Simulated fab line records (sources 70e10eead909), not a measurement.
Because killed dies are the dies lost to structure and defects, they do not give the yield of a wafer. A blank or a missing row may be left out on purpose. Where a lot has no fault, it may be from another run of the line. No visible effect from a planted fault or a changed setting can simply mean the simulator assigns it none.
Matching of chambers + flow nand_harc + rie_diel-02 running NHARC_A_BLC_DESCUM_15: 4 sister chambers
The step chemistry O2, time 3 s. 24 wafers are shown with their chamber, then 12 later ones without.

WAFERS PAIRED WITH THEIR CHAMBERS
| wafer  | chamber | showerhead_plenum_p_Torr (Torr) | drypump_motor_current_A (A) | oes_product_au (a.u.) |
|--------|---------|---------------------------------|-----------------------------|-----------------------|
| L074.2 | 1       | 1.90                            | 5.0                         | 0.977                 |
| L074.3 | 3       | 1.77                            | 5.5                         | 0.999                 |
| L074.4 | 2       | 1.89                            | 5.3                         | 1.001                 |
| L076.1 | 1       | 1.90                            | 5.0                         | 0.979                 |
| L076.5 | 1       | 1.90                            | 5.0                         | 0.983                 |
| L076.6 | 0       | 1.98                            | 5.6                         | 0.986                 |
| L081.1 | 2       | 1.88                            | 5.3                         | 1.007                 |
| L081.2 | 0       | 1.98                            | 5.6                         | 0.982                 |
| L081.6 | 3       | 1.77                            | 5.5                         | 1.000                 |
| L080.1 | 3       | 1.77                            | 5.6                         | 0.997                 |
| L080.3 | 2       | 1.88                            | 5.3                         | 0.996                 |
| L080.6 | 1       | 1.89                            | 4.9                         | 0.982                 |
| L078.1 | 2       | 1.88                            | 5.3                         | 1.010                 |
| L078.2 | 1       | 1.89                            | 5.0                         | 0.986                 |
| L078.4 | 3       | 1.77                            | 5.6                         | 1.002                 |
| L086.1 | 3       | 1.77                            | 5.5                         | 0.995                 |
| L086.5 | 2       | 1.88                            | 5.3                         | 1.006                 |
| L086.6 | 3       | 1.77                            | 5.6                         | 0.991                 |
| L085.1 | 2       | 1.88                            | 5.2                         | 1.010                 |
| L085.4 | 3       | 1.77                            | 5.5                         | 0.990                 |
| L085.6 | 1       | 1.89                            | 4.9                         | 0.989                 |
| L087.1 | 2       | 1.88                            | 5.3                         | 1.018                 |
| L087.3 | 0       | 1.98                            | 5.6                         | 0.998                 |
| L087.4 | 1       | 1.89                            | 5.0                         | 0.980                 |

SIGNATURES, as means of the wafers listed above
| reading                  | chamber 0 | chamber 1 | chamber 2 | chamber 3 | scatter within a chamber |
|--------------------------|-----------|-----------|-----------|-----------|--------------------------|
| showerhead_plenum_p_Torr | 1.9800    | 1.8943    | 1.8814    | 1.7700    | 0.00359                  |
| drypump_motor_current_A  | 5.600     | 4.971     | 5.286     | 5.543     | 0.0447                   |
| oes_product_au           | 0.98867   | 0.98229   | 1.00686   | 0.99629   | 0.00575                  |
Rule: for each reading, subtract the chamber's mean from the wafer's reading, divide by that reading's scatter and square the result; add these up over the readings and take the root, which gives the wafer's distance from the chamber. If the next closest chamber is less than 2 further off than the closest, the wafer can't be placed; otherwise it belongs to the closest. The scatter: take each reading less its chamber's mean, square it, sum over the shown wafers, divide by the number of wafers less the number of chambers, and take the root.

WAFERS WITHOUT THEIR CHAMBER
| wafer  | showerhead_plenum_p_Torr (Torr) | drypump_motor_current_A (A) | oes_product_au (a.u.) |
|--------|---------------------------------|-----------------------------|-----------------------|
| L089.1 | 1.88                            | 5.3                         | 1.001                 |
| L089.5 | 1.77                            | 5.6                         | 0.982                 |
| L089.6 | 1.88                            | 5.3                         | 1.008                 |
| L090.4 | 1.89                            | 5.0                         | 0.970                 |
| L090.5 | 1.89                            | 5.0                         | 0.966                 |
| L090.6 | 1.88                            | 5.3                         | 1.006                 |
| L095.1 | 1.88                            | 5.2                         | 1.023                 |
| L095.2 | 1.89                            | 5.0                         | 0.996                 |
| L095.4 | 1.77                            | 5.6                         | 0.995                 |
| L097.1 | 1.89                            | 5.0                         | 0.985                 |
| L097.2 | 1.98                            | 5.6                         | 1.004                 |
| L097.4 | 1.77                            | 5.6                         | 1.002                 |

WHICH CHAMBER EACH WENT THROUGH
| wafer  | from the rows above | in truth |
|--------|---------------------|----------|
| L089.1 | 2                   | 2        |
| L089.5 | 3                   | 3        |
| L089.6 | 2                   | 2        |
| L090.4 | 1                   | 1        |
| L090.5 | 1                   | 1        |
| L090.6 | 2                   | 2        |
| L095.1 | 2                   | 2        |
| L095.2 | 1                   | 1        |
| L095.4 | 3                   | 3        |
| L097.1 | 1                   | 1        |
| L097.2 | 0                   | 0        |
| L097.4 | 3                   | 3        |
Correctly placed: 12 of 12. Number that these rows cannot place: 0. Number placed wrongly: 0.
